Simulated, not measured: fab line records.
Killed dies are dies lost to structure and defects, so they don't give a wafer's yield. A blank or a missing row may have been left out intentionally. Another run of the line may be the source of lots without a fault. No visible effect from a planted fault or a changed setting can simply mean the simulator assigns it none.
Chamber matching + flow nandHarc + NHARC_P_CONTACT_CMP_01 on cmp-04: 4 sister chambers
The step polishes SiO2, target thk 200 nm. 7 wafers are shown with their chamber, then 6 later ones without.

## EACH WAFER AND ITS CHAMBER
| wafer  | chamber | motorCurrentA (A) | edgeZonePressureFrac |
|--------|---------|-------------------|----------------------|
| L319.1 | 2       | 13.4              | 1.004                |
| L323.3 | 0       | 11.2              | 1.001                |
| L323.6 | 1       | 12.2              | 1.001                |
| L324.2 | 1       | 12.3              | 1.006                |
| L324.5 | 3       | 12.3              | 0.996                |
| L327.1 | 0       | 11.4              | 1.004                |
| L327.6 | 3       | 11.6              | 0.997                |

## WAFERS MISSING THEIR CHAMBER
| wafer  | motorCurrentA (A) | edgeZonePressureFrac |
|--------|-------------------|----------------------|
| L329.1 | 11.4              | 1.002                |
| L329.2 | 12.3              | 1.001                |
| L329.6 | 12.8              | 1.005                |
| L336.1 | 12.3              | 0.995                |
| L336.3 | 12.5              | 1.009                |
| L336.6 | 13.0              | 0.999                |

## EACH ONE'S CHAMBER
| wafer  | from the rows above          | in truth                   |
|--------|------------------------------|----------------------------|
| L329.1 | 0                            | 0                          |
| L329.2 | can't be placed: 1 or 3      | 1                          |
| L329.6 | can't be placed: 1 or 2      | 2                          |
| L336.1 | 3                            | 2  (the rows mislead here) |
| L336.3 | can't be placed: 1 or 2      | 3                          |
| L336.6 | can't be placed: 2 or 1 or 3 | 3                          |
1 of 6 placed correctly. Can't be placed from these rows: 4 (the true chamber is among the candidates in 3). Placed wrongly: 1.
How it was worked out, from the rows above alone: a wafer's distance from a chamber is the root of the sum, over the readings, of the square of ((its reading less the chamber's mean) divided by the reading's scatter). The wafer belongs to the nearest chamber; if the next one is less than 2 further off, it can't be placed. A chamber's mean is the mean of its shown wafers. The scatter is the square root of a quotient: the sum, over the shown wafers, of each reading's squared deviation from its chamber's mean, divided by wafers minus chambers.
